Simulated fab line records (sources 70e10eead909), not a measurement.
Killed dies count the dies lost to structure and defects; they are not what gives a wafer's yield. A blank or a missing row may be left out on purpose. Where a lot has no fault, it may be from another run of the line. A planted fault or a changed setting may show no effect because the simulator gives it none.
fab line records	flow nand_harc
record lots=5	wafers=15	last_day=23
route steps=1159 shown P_GATE@126 END@1159
lots with no fault: from the same line, run without faults
start_h: start of the lot's first displayed wafer, in hours after the record's first day	wait_h: time in hours since the lot's previous step	" the same as in the row above	L1.1+2: one row covering several wafers at once	- either no value or no given start	* or withheld: withheld	< > ~ a bound
route shown NAME@n: names a module that has steps shown in the file, with the first one's number in the route	usual: average and standard deviation across the fault-free wafers	same: alike in all rows	chamber/n: place in a boat	sites: per-site readings	_std_site: their standard deviation	_edge_site: outer sites' mean less inner sites'	radius_mm: how far each site lies from the wafer's centre	mask NAME#n: copy n	behind: the most recent tool/chamber to have shaped the wafer	hold: why the lot was held/for how many hours/how that ended	device: names the non-switching transistor (n, p or np)	end of line: at the end of the route, the tests of the same wafers	a step with no rows: only its recipe	killed: the dies lost at the first sort to structure and to defects; this is not the yield of the wafer	map: dies across one wafer; x = killed, . = not, _ = none there
set.NAME: the setting that was run; set.NAME@STEP: the one run at that earlier step	model.NAME: the simulator's own value behind a step, which no gauge read
lots at selected steps of the route; one table per step, one row per wafer
services: from which hour (start_h, from the record's first day; less than 0 if before it) a tool's chamber was out of use, for how many hours, and why
## steps
# step NHARC_P_GATE_STRIP_15
# recipe time_s=780	temp_c=130	chemistry=SPM
# step NHARC_P_GATE_PRECLEAN_71
# recipe time_s=*	temp_c=50	bath_age_min=0	chemistry=SC1
# step NHARC_P_GATE_SRD_72
# step NHARC_P_GATE_OXIDE_16
# recipe target_thk_a=30	temp_c=875	ox_time_s=392	material=SiO2
# step NHARC_P_GATE_CVD_17
# recipe target_thk_a=1500	temp_c=620	time_s=900	material=poly-Si
# step NHARC_P_GATE_HM_DEP_102
# recipe target_thk_a=1200	temp_c=400	material=aC
# usual throttle_valve_pct=34.999/0.0089
lot.wafer	tool	chamber	start_h	wait_h	throttle_valve_pct
L903.2	acl_dep-03	0	107.55	0.5	34.994
L903.3	"	0	"	"	34.998
L903.4	"	0	"	"	34.989
L906.1	acl_dep-02	0	135.08	0.4	34.992
L906.3	"	0	"	"	35.014
L906.4	"	0	"	"	35.000
L908.2	acl_dep-01	0	143.58	0.5	35.004
L908.4	"	0	"	"	34.990
L908.5	"	0	"	"	34.994
L911.1	acl_dep-03	0	164.19	1.0	35.006
L911.2	"	0	"	"	34.991
L911.6	"	0	"	"	34.998
L920.1	acl_dep-02	0	215.91	0.8	34.986
L920.2	"	0	"	"	34.995
L920.4	"	0	"	"	34.999
# step NHARC_P_GATE_DEP_103
# recipe target_thk_a=300	target_thk_nm=30	temp_c=400	flow_sccm=200	rf_w=350	material=SiON
# usual heater_power_w=752/95
lot.wafer	tool	chamber	start_h	wait_h	heater_power_w
L903.3	pecvd-01	0	108.12	0.3	855
L903.2	"	2	"	"	611
L903.4	"	0	"	"	857
L906.3	pecvd-01	2	135.78	0.4	564
L906.1	"	0	"	"	768
L906.4	"	0	"	"	764
L908.2	pecvd-03	1	144.20	0.5	765
L908.4	"	2	"	"	742
L908.5	"	1	"	"	790
L911.1	pecvd-01	0	164.97	0.7	835
L911.2	"	2	"	"	633
L911.6	"	1	"	"	775
L920.1	pecvd-03	0	216.61	0.6	891
L920.2	"	1	"	"	732
L920.4	"	2	"	"	847
# step NHARC_P_GATE_DEHYDRATE_18
# recipe temp_c=150	time_s=120
# step NHARC_P_GATE_HMDS_19
# recipe time_s=30
# step NHARC_P_GATE_COAT_20
# recipe spin_rpm=1500	resist_thk_nm=90
# step NHARC_P_GATE_SOFTBAKE_21
# recipe temp_c=105	time_s=55
# step NHARC_P_GATE_EBR_22
# step NHARC_P_GATE_EXPOSE_23
# recipe na=1.35	target_cd_nm=120	dose_mj=93.91	mask_id=P_GATE
# usual focus_offset_nm=0.0/0.55
lot.wafer	tool	chamber	start_h	wait_h	mask	focus_offset_nm
L903.2	arfi_scanner-01	0	108.53	-	P_GATE#0	1.2
L903.3	"	0	"	"	P_GATE#0	0.5
L903.4	"	0	"	"	P_GATE#0	0.7
L906.1	arfi_scanner-02	0	136.44	-	P_GATE#0	0.1
L906.3	"	0	"	"	P_GATE#0	-0.2
L906.4	"	0	"	"	P_GATE#0	-0.5
L908.2	arfi_scanner-01	0	144.69	-	P_GATE_R1#0	0.4
L908.4	"	0	"	"	P_GATE_R1#0	0.3
L908.5	"	0	"	"	P_GATE_R1#0	-0.4
L911.1	arfi_scanner-01	0	165.50	-	P_GATE#0	-0.7
L911.2	"	0	"	"	P_GATE#0	-0.9
L911.6	"	0	"	"	P_GATE#0	0.5
L920.1	arfi_scanner-03	0	217.12	-	P_GATE#0	-0.5
L920.2	"	0	"	"	P_GATE#0	-0.1
L920.4	"	0	"	"	P_GATE#0	-0.2
# step NHARC_P_GATE_PEB_24
# recipe peb_temp_c=100	peb_time_s=65
# step NHARC_P_GATE_DEVELOP_25
# recipe develop_time_s=35	dev_temp_c=23
# step NHARC_P_GATE_CD_MEAS_26
# recipe target_cd_nm=120	landing_energy_ev=500
# usual cd_nm=119.6/0.59
# same landing_energy_ev=500
lot.wafer	tool	chamber	start_h	wait_h	cd_nm
L903.2	cd_sem-01	0	108.67	-	118.7
L903.3	"	0	"	"	119.0
L903.4	"	0	"	"	119.3
L906.1	cd_sem-02	0	136.58	-	119.3
L906.3	"	0	"	"	119.3
L906.4	"	0	"	"	119.2
L908.2	cd_sem-03	0	144.83	-	91.8
L908.4	"	0	"	"	92.1
L908.5	"	0	"	"	92.7
L911.1	cd_sem-02	0	165.64	-	118.7
L911.2	"	0	"	"	118.5
L911.6	"	0	"	"	119.3
L920.1	cd_sem-01	0	217.26	-	120.4
L920.2	"	0	"	"	119.9
L920.4	"	0	"	"	119.8
# step NHARC_P_GATE_OVL_MEAS_27
# usual overlay_x_nm=-0.1/0.57	overlay_y_nm=-0.1/0.89
lot.wafer	tool	chamber	start_h	wait_h	overlay_x_nm	overlay_y_nm
L903.2	overlay-01	-	108.76	-	-0.1	-1.1
L903.3	"	-	"	"	-1.0	-1.0
L903.4	"	-	"	"	0.0	-0.9
L906.1	overlay-02	-	136.68	-	0.0	0.4
L906.3	"	-	"	"	0.2	0.0
L906.4	"	-	"	"	-0.9	-0.2
L908.2	overlay-02	-	144.91	-	0.3	0.9
L908.4	"	-	"	"	-0.3	0.4
L908.5	"	-	"	"	0.1	-0.3
L911.1	overlay-01	-	165.73	-	-0.7	-0.4
L911.2	"	-	"	"	-0.1	-0.5
L911.6	"	-	"	"	-0.1	-0.3
L920.1	overlay-02	-	217.35	-	-0.3	-1.4
L920.2	"	-	"	"	0.1	-2.0
L920.4	"	-	"	"	0.1	-1.4
# step NHARC_P_GATE_INSPECT_28
# usual raw_defect_count=6/3.1
lot.wafer	tool	chamber	start_h	wait_h	raw_defect_count
L903.2	defect_inspect-01	-	108.79	0.0	7
L903.3	"	-	"	"	1
L903.4	"	-	"	"	5
L906.1	defect_inspect-02	-	136.71	0.0	5
L906.3	"	-	"	"	5
L906.4	"	-	"	"	9
L908.2	defect_inspect-02	-	144.95	0.0	8
L908.4	"	-	"	"	4
L908.5	"	-	"	"	5
L911.1	defect_inspect-02	-	165.77	0.0	5
L911.2	"	-	"	"	9
L911.6	"	-	"	"	7
L920.1	defect_inspect-01	-	217.38	0.0	5
L920.2	"	-	"	"	7
L920.4	"	-	"	"	9
# step NHARC_P_GATE_DESCUM_31
# recipe time_s=3	o2_flow_sccm=200	ar_flow_sccm=0	bias_power_w=0	chemistry=O2
# usual chamber_pressure_mTorr=60.00/0.058	drypump_motor_current_A=5.7/0.54	o2_flow_sccm=199.9/0.57	oes_product_au=1.000/0.011	rf_vpp_V=57.6/1	showerhead_plenum_p_Torr=1.87/0.081	throttle_valve_pct=11.311/0.009
# same bias_power_w=0
lot.wafer	tool	chamber	start_h	wait_h	chamber_pressure_mTorr	drypump_motor_current_A	o2_flow_sccm	oes_product_au	rf_hours_counter_h	rf_vpp_V	showerhead_plenum_p_Torr	throttle_valve_pct	model.P_GATE.cd_nm
L903.3	rie_diel-01	3	108.85	0.1	60.03	5.9	200.6	1.003	28	56.5	1.81	11.311	118.8
L903.2	"	0	"	"	60.00	4.9	199.3	1.007	28	57.4	2.01	11.326	118.4
L903.4	"	2	"	"	59.91	5.3	200.3	0.997	28	56.9	1.82	11.313	118.6
L906.4	rie_diel-04	1	136.78	0.1	59.94	6.5	199.4	1.023	3	59.0	1.94	11.308	119.7
L906.3	"	3	"	"	60.02	6.1	199.4	1.001	5	55.3	1.84	11.303	118.6
L906.1	"	0	"	"	60.05	5.8	199.9	1.008	4	56.9	1.81	11.314	119.8
L908.4	rie_diel-04	0	145.01	0.1	60.02	5.8	199.5	1.003	7	56.2	1.81	11.308	92.37
L908.2	"	2	"	"	60.08	6.3	200.2	1.006	8	57.9	1.78	11.300	92.45
L908.5	"	0	"	"	59.98	5.8	199.2	1.002	-	58.4	1.81	11.326	92.88
L911.2	rie_diel-13	1	165.83	0.1	60.03	6.3	200.6	0.996	24	58.3	1.90	11.312	119.1
L911.1	"	2	"	"	60.04	5.8	200.5	0.986	23	57.6	1.88	11.308	117.8
L911.6	"	2	"	"	59.96	5.8	200.6	0.994	-	55.6	1.88	11.307	118.6
L920.1	rie_diel-01	2	217.44	0.1	60.00	5.3	200.3	0.991	15	57.6	1.81	11.314	119.9
L920.4	"	3	"	"	59.97	5.9	199.6	0.997	15	58.0	1.80	11.323	119.8
L920.2	"	1	"	"	60.04	5.1	199.7	1.000	14	56.5	1.85	11.311	119.7
# step NHARC_P_GATE_ETCH_104
# recipe target_depth_a=600	time_s=withheld	cf4_flow_sccm=100	chf3_flow_sccm=30	ar_flow_sccm=0	rf_w=500	bias_w=200	chemistry=CF4/CHF3
# usual chamber_pressure_mTorr=24.998/0.023	drypump_motor_current_A=5.6/0.54	oes_product_au=0.954/0.021	rf_vpp_V=369.5/2.3	showerhead_plenum_p_Torr=1.54/0.064	throttle_valve_pct=16.802/0.009
lot.wafer	tool	chamber	start_h	wait_h	chamber_pressure_mTorr	drypump_motor_current_A	oes_product_au	rf_vpp_V	showerhead_plenum_p_Torr	throttle_valve_pct
L903.4	rie_diel-01	1	108.94	0.1	24.990	5.1	0.915	369.1	1.53	16.802
L903.3	"	3	"	"	24.995	5.8	0.931	367.3	1.49	16.779
L903.2	"	0	"	"	24.994	4.9	0.932	373.0	1.65	16.802
L906.4	rie_diel-04	1	137.00	0.2	25.034	6.5	0.971	371.4	1.59	16.797
L906.1	"	2	"	"	24.992	6.3	0.955	367.7	1.47	16.793
L906.3	"	3	"	"	25.025	6.2	0.965	369.4	1.52	16.793
L908.4	rie_diel-04	0	145.10	0.1	24.965	5.8	0.960	368.6	1.49	16.781
L908.2	"	1	"	"	25.015	6.5	0.987	371.5	1.59	16.813
L908.5	"	1	"	"	24.972	6.5	0.992	371.4	1.59	16.799
L911.1	rie_diel-13	2	165.99	0.2	24.980	5.8	0.953	369.3	1.55	16.817
L911.2	"	3	"	"	24.984	5.4	0.951	376.1	1.69	16.806
L911.6	"	0	"	"	25.027	5.3	0.952	368.4	1.50	16.794
L920.2	rie_diel-01	1	217.53	0.1	24.994	5.1	0.977	368.8	1.52	16.788
L920.1	"	2	"	"	25.027	5.3	0.955	367.5	1.49	16.802
L920.4	"	3	"	"	25.022	5.9	0.958	368.6	1.49	16.804
# step NHARC_P_GATE_HM_OPEN_105
# recipe target_depth_a=3600	o2_flow_sccm=400	cos_flow_sccm=20	ar_flow_sccm=0	rf_w=500	bias_w=300	chemistry=O2/COS
# step NHARC_P_GATE_STRIP_106
# recipe o2_flow_sccm=400	cos_flow_sccm=20	ar_flow_sccm=0	bias_w=0	chemistry=O2/COS
# step NHARC_P_GATE_ETCH_114
# recipe target_depth_a=300	overetch_a=30	time_s=16.5	ion_energy_ev=100	cf4_flow_sccm=80	o2_flow_sccm=20	ar_flow_sccm=0	rf_w=300	bias_w=100	chemistry=CF4/O2
# usual chamber_pressure_mTorr=29.998/0.028	drypump_motor_current_A=5.6/0.53	o2_flow_sccm=20.00/0.066	oes_product_au=1.001/0.01	rf_vpp_V=197.4/1.4	showerhead_plenum_p_Torr=1.31/0.057	throttle_valve_pct=13.398/0.0088
lot.wafer	tool	chamber	start_h	wait_h	chamber_pressure_mTorr	drypump_motor_current_A	o2_flow_sccm	oes_product_au	rf_hours_counter_h	rf_vpp_V	showerhead_plenum_p_Torr	throttle_valve_pct
L903.4	rie_diel-01	0	-	-	29.949	4.9	20.21	1.006	28	199.4	1.40	13.385
L903.2	"	1	"	"	30.029	5.1	20.16	0.982	28	196.9	1.29	13.389
L903.3	"	3	"	"	30.025	5.8	19.99	0.999	29	197.5	1.26	13.390
L906.3	rie_diel-04	1	-	-	30.027	6.5	19.95	1.032	4	199.3	1.35	13.395
L906.1	"	2	"	"	30.013	6.3	20.00	0.999	5	196.3	1.24	13.387
L906.4	"	0	"	"	30.015	5.7	20.06	0.983	4	195.0	1.26	13.402
L908.4	rie_diel-04	3	-	-	30.001	6.1	19.97	0.996	8	195.9	1.28	13.394
L908.2	"	0	"	"	29.975	5.8	19.95	1.005	7	196.0	1.26	13.406
L908.5	"	2	"	"	30.035	6.3	19.96	1.007	-	196.9	1.24	13.395
L911.1	rie_diel-13	2	-	-	30.012	5.8	20.01	0.988	23	198.2	1.32	13.402
L911.2	"	3	"	"	30.036	5.4	20.12	0.994	24	200.4	1.44	13.398
L911.6	"	2	"	"	30.003	5.8	20.01	0.998	-	197.1	1.31	13.390
L920.4	rie_diel-01	2	-	-	29.993	5.3	20.11	1.001	16	196.5	1.26	13.396
L920.1	"	3	"	"	29.976	5.9	19.88	1.003	15	196.8	1.26	13.397
L920.2	"	1	"	"	30.006	5.1	19.92	0.995	14	195.2	1.29	13.400
# step NHARC_P_GATE_ETCH_32
# recipe target_depth_a=1500	over_etch_frac=1	over_etch_ion_energy_ev=40	time_s=100.1	hbr_flow_sccm=150	cl2_flow_sccm=50	rf_w=400	icp_w=400	bias_w=100	chemistry=HBr/Cl2
# usual chamber_pressure_mTorr=15.000/0.013	drypump_motor_current_A=5.7/0.55	he_backside_leak_sccm=2.59/0.22	oes_product_au=0.997/0.0098	throttle_valve_pct=26.406/0.0083
lot.wafer	tool	chamber	start_h	wait_h	chamber_pressure_mTorr	drypump_motor_current_A	he_backside_leak_sccm	oes_product_au	rf_hours_counter_h	throttle_valve_pct	model.P_GATE.cd_nm
L903.3	rie_si-01	2	109.33	-	15.012	5.5	2.92	0.995	1.4	26.390	122.7
L903.2	"	3	"	"	14.977	5.2	2.58	0.986	1.0	26.401	118.3
L903.4	"	1	"	"	14.998	6.1	2.80	0.999	1.2	26.407	121.4
L906.3	rie_si-01	2	137.44	-	14.998	5.5	2.95	1.007	0.0	26.405	120.9
L906.4	"	3	"	"	15.027	5.2	2.47	0.976	0.0	26.410	120.7
L906.1	"	0	"	"	15.002	6.8	2.96	1.005	0.0	26.412	120.1
L908.2	rie_si-03	2	145.49	-	14.999	6.2	2.52	0.993	1.5	26.415	94.27
L908.4	"	0	"	"	15.003	5.8	2.37	1.006	1.7	26.421	90.26
L908.5	"	1	"	"	15.004	4.7	2.30	0.987	-	26.412	95.68
L911.2	rie_si-03	0	166.36	-	15.007	5.8	3.58	0.976	0.1	26.409	121.4
L911.1	"	1	"	"	14.991	4.6	2.36	0.970	0.1	26.403	121.1
L911.6	"	0	"	"	15.000	5.8	2.37	0.998	-	26.402	122.1
L920.1	rie_si-03	3	217.92	-	15.006	5.9	2.53	1.008	0.5	26.398	122.2
L920.4	"	0	"	"	15.006	5.8	2.41	0.997	0.5	26.414	117.4
L920.2	"	1	"	"	15.013	4.7	2.33	0.990	0.6	26.399	122.4
# step NHARC_P_GATE_STRIP_108
# recipe o2_flow_sccm=500	ar_flow_sccm=0	bias_w=0	chemistry=O2
# usual chamber_pressure_mTorr=60.00/0.058	drypump_motor_current_A=5.6/0.5	o2_flow_sccm=499.9/1.5	oes_product_au=1.001/0.0099	rf_vpp_V=57.7/0.91	showerhead_plenum_p_Torr=3.48/0.15	throttle_valve_pct=17.037/0.0092
lot.wafer	tool	chamber	start_h	wait_h	chamber_pressure_mTorr	drypump_motor_current_A	o2_flow_sccm	oes_product_au	rf_hours_counter_h	rf_vpp_V	showerhead_plenum_p_Torr	throttle_valve_pct
L903.2	rie_diel-13	1	109.50	-	59.87	6.3	500.1	1.008	0	57.5	3.52	17.041
L903.4	"	2	"	"	60.05	5.8	499.3	0.991	0	56.9	3.49	17.032
L903.3	"	3	"	"	59.95	5.5	501.5	0.988	0	58.2	3.81	17.051
L906.3	rie_diel-13	3	137.60	-	59.95	5.4	501.3	1.002	10	58.2	3.80	17.042
L906.4	"	0	"	"	59.90	5.3	501.3	0.987	11	56.9	3.38	17.022
L906.1	"	1	"	"	59.94	6.3	500.1	0.997	11	58.1	3.52	17.045
L908.4	rie_diel-04	2	145.65	-	59.88	6.3	499.5	1.013	8	55.4	3.30	17.037
L908.2	"	0	"	"	60.04	5.8	498.5	0.997	7	55.8	3.34	17.038
L908.5	"	2	"	"	59.96	6.3	501.2	1.012	-	59.2	3.30	17.035
L911.1	rie_diel-13	2	166.55	-	59.99	5.8	500.0	1.000	23	59.2	3.48	17.020
L911.2	"	3	"	"	60.02	5.4	498.3	1.007	24	58.8	3.79	17.041
L911.6	"	1	"	"	60.01	6.3	500.5	1.011	-	57.8	3.51	17.046
L920.2	rie_diel-13	3	218.08	-	60.15	5.4	499.7	1.005	42	59.4	3.78	17.038
L920.1	"	2	"	"	60.04	5.8	499.3	0.997	40	58.3	3.47	17.054
L920.4	"	3	"	"	60.01	5.4	499.7	1.003	-	57.7	3.78	17.033
# step NHARC_P_GATE_CD_MEAS_33
# usual cd_nm=120.0/2.5
lot.wafer	tool	chamber	start_h	wait_h	cd_nm
L903.2	cd_sem-01	-	109.68	-	117.5
L903.3	"	-	"	"	121.8
L903.4	"	-	"	"	120.9
L906.1	cd_sem-03	-	137.75	-	120.3
L906.3	"	-	"	"	121.0
L906.4	"	-	"	"	121.3
L908.2	cd_sem-03	-	145.81	-	94.0
L908.4	"	-	"	"	90.1
L908.5	"	-	"	"	96.0
L911.1	cd_sem-01	-	166.71	-	121.2
L911.2	"	-	"	"	120.8
L911.6	"	-	"	"	121.5
L920.1	cd_sem-01	-	218.28	0.1	121.6
L920.2	"	-	"	"	122.3
L920.4	"	-	"	"	116.7
# step NHARC_P_GATE_STRIP_35
# recipe time_s=600	temp_c=130	chemistry=SPM
# step NHARC_END_SORT_01
# recipe temp_c=25
# usual killed_at_array=25/9.2	killed_at_other=0.8/1.2	killed_at_periphery=3.9/2.6	killed_dies=30/9.7	killed_open=3.4/1.9	killed_short=2.0/1.4
# same gross_dies=677
lot.wafer	tool	chamber	start_h	wait_h	killed_at_array	killed_at_other	killed_at_periphery	killed_dies	killed_open	killed_short
L906.1	prober-02	0	483.51	2.5	25	5	2	32	0	1
L906.3	prober-02	0	485.10	3.1	32	2	4	38	2	4
L906.4	prober-02	0	485.90	3.4	28	1	2	31	3	3
L908.2	prober-01	0	499.86	2.8	21	0	582	603	5	4
L908.4	prober-01	0	501.45	3.4	26	0	618	644	6	0
L908.5	prober-01	0	502.25	3.7	29	0	517	546	5	2
# killed by level:class
L906.1 A_CHANNEL_HOLE_D1:chamber_film_flake=13 THIN_TSV:chamber_film_flake=5 A_STAIRCASE:chamber_film_flake=4 A_CONTACT:chamber_film_flake=4 P_GATE:chamber_film_flake=2 A_SLIT:chamber_film_flake=2 A_WL_FILL:geometric_particle:short=1 A_WL_FILL:chamber_film_flake=1
L906.3 A_CHANNEL_HOLE_D1:chamber_film_flake=18 A_STAIRCASE:chamber_film_flake=4 A_M1:geometric_particle:short=2 A_CHANNEL_FILL_D1:chamber_film_flake=2 A_SLIT:chamber_film_flake=2 THIN_TSV:chamber_film_flake=2 P_GATE:geometric_particle:short=1 A_ONON_D1:geometric_particle:open=1
L906.4 A_CHANNEL_HOLE_D1:chamber_film_flake=11 A_CONTACT:chamber_film_flake=3 A_CHANNEL_FILL_D1:geometric_particle:short=2 A_WL_FILL:geometric_particle:open=2 P_ZERO_WELL:chamber_film_flake=2 A_STAIRCASE:chamber_film_flake=2 A_SLIT:chamber_film_flake=2 A_M1:chamber_film_flake=2
L908.2 P_GATE:area_expose=579 A_CHANNEL_HOLE_D1:chamber_film_flake=9 A_CONTACT:geometric_particle:open=4 A_STAIRCASE:chamber_film_flake=2 A_SLIT:chamber_film_flake=2 P_GATE:geometric_particle:open=1 A_ONON_D1:geometric_particle:short=1 A_CHANNEL_FILL_D1:geometric_particle:short=1
L908.4 P_GATE:area_expose=611 A_CHANNEL_HOLE_D1:chamber_film_flake=12 A_STAIRCASE:chamber_film_flake=5 A_CONTACT:chamber_film_flake=4 P_M0:chamber_film_flake=3 A_ZERO_WELL:chamber_film_flake=2 P_GATE:geometric_particle:open=1 P_CONTACT:geometric_particle:open=1
L908.5 P_GATE:area_expose=511 A_CHANNEL_HOLE_D1:chamber_film_flake=15 P_M0:chamber_film_flake=4 A_CHANNEL_FILL_D1:geometric_particle:open=3 A_STAIRCASE:chamber_film_flake=3 A_CONTACT:chamber_film_flake=3 A_ZERO_WELL:chamber_film_flake=2 P_CONTACT:geometric_particle:open=1
# map L908.4 (x killed, . not)
____________x____________
_________xxxxxxx_________
_______xxxxxxxxxxx_______
______xxxxxxxxxxxxx______
_____xxxxxxxxxxxxxxx_____
____xxxxxxxxxxxxxxxxx____
____xxxxx.xxxxxxxxxxx____
___xxxxxxxxxxxxxxxxxxx___
___xxxxxxxxxx.xx.xxxxx___
__xxxxxxxxxxx.xxxxxxxxx__
__xxxxxxxxxxxxxxxxxxxxx__
_xxxxxxxxxxxx....xxxxxxx_
_xxxxxxxx.x.xxxxxxxxxxxx_
_xxxxxxxxx.x.xxxx.xxxxxx_
_xxxxxxxx.xxxxxxxxxxxxxx_
_xxxxxxx.xxxxxxxxxxxxxxx_
xxxxxxxxxxxxxxxxxx.xxxxxx
xxxxxxxxxxxxxxxxxxxxxxxxx
xxxxxxxxxx.xxxx..xxxx.xxx
xxxxxxxxxxxxx..xxxx.xxxxx
xxxxxxxxxx.xxxx.xxxxxxxxx
_xxxxxxxxxxxxx.xxxxxx.xx_
_xxxxxxxxxxxxx.xxx.xxxxx_
_xxxxxxxxxxxx.xxx..xxxxx_
_xxxxxxxxxxxxxxxxxxxxxxx_
_xxxxxxxxxxxxxxxxxxxxxxx_
__xxxxxxxxxxxxxxxxxxxxx__
__xxxxxxxxxxxxxxxxxxxxx__
___xxxxxxxxxxxxxxxxxxx___
___xxxxxxxxxxxxx.xxxxx___
____xxxxxxxxxxxxxxxxx____
____xxxxxxxxxxxxxxxxx____
_____xxxxxxxxxxxxxxx_____
______xxxxxxxxxxxxx______
_______xxxxxxxxxxx_______
_________xxxxxxx_________
____________x____________
# map L903.2 (x killed, . not)
____________.____________
_________....xxx_________
_______.....xx...._______
______.....xx.x.x..______
_____..............._____
____..........x.x....____
____..x..............____
___...................___
___..............x....___
__.....................__
__.....................__
_..............x........_
_....x.................._
_......................._
_................x......_
_....................x.._
.........................
...x.....................
.........................
..x......................
............x............
_....x.................._
_......................._
_.......x...x..........._
_....x........x........._
_.......x.x.....x..x...._
__....x.x....x.........__
__.....x.x.............__
___......x......x..x.x___
___..x..........x.....___
____...........xx....____
____.....x..........x____
_____..............._____
______.............______
_______...xx......_______
_________......._________
____________.____________
## services
tool	chamber	start_h	hours	kind
pecvd-01	1	83.66	18.2	repair
arfi_scanner-02	-	86.86	4.0	pm
rie_diel-04	0	92.77	-	clean
rie_diel-13	-	99.00	9.0	pm
arfi_scanner-01	-	105.74	0.8	repair
rie_si-01	1	110.79	6.6	repair
pecvd-03	-	111.08	13.0	pm
arfi_scanner-02	-	111.56	0.2	repair
acl_dep-01	-	112.52	13.0	pm
rie_diel-04	-	112.99	9.0	pm
acl_dep-02	-	121.69	0.8	repair
rie_si-01	-	127.00	9.0	pm
rie_diel-01	-	137.80	9.0	pm
arfi_scanner-03	-	140.00	4.0	pm
pecvd-01	-	153.33	4.3	repair
rie_si-03	-	155.00	9.0	pm
acl_dep-02	-	168.56	13.0	pm
pecvd-03	1	170.11	5.4	repair
rie_si-01	-	173.40	0.2	repair
arfi_scanner-03	-	179.12	0.5	repair
arfi_scanner-01	-	196.00	4.0	pm
rie_diel-13	1	201.55	12.4	repair
rie_diel-01	0	205.12	5.4	repair
rie_diel-13	0	213.81	5.5	repair
## key
first_sign step=NHARC_P_GATE_EXPOSE_23	reading=mask	direction=changed
effect step=NHARC_P_GATE_CD_MEAS_26	reading=cd_nm	direction=down	sigmas=46	usual=119.6	struck=92.2
effect step=NHARC_P_GATE_CD_MEAS_33	reading=cd_nm	direction=down	sigmas=11	usual=120.0	struck=93.4
effect step=NHARC_END_SORT_01	reading=killed_at_periphery	direction=up	sigmas=99+	usual=3.9	struck=572.3
model_effect step=NHARC_P_GATE_DESCUM_31	value=P_GATE.cd_nm	without=120.1	struck=92.56
model_effect step=NHARC_P_GATE_ETCH_32	value=P_GATE.cd_nm	without=120.9	struck=93.4
more_kills_born_at NHARC_P_GATE_EXPOSE_23@arfi_scanner-01=1701
met_at NHARC_P_GATE_EXPOSE_23
struck_wafers L908.2,L908.4,L908.5
later_rows_left_out L908.2,L908.4,L908.5
tester_left_out L908
onset_between 108.53 144.69
fault kind=wrong_mask	tool=any	chamber=-	onset_h=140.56	steps=NHARC_P_GATE_EXPOSE_23	aux_copy=P_GATE_R1#0	cd_offset_nm=-27.498	scope=struck_lots_only
# tester_left_out: of these lots the tester's yield and bins aren't shown, on N5 and GAA mostly nor the transistor test; their killed dies are dies lost to structure and defects alone, not to doping, threshold or leakage, so they don't give the yield
# later_rows_left_out: the simulator's readings of these wafers behind a module that went badly wrong aren't trusted and aren't shown, but for the sort
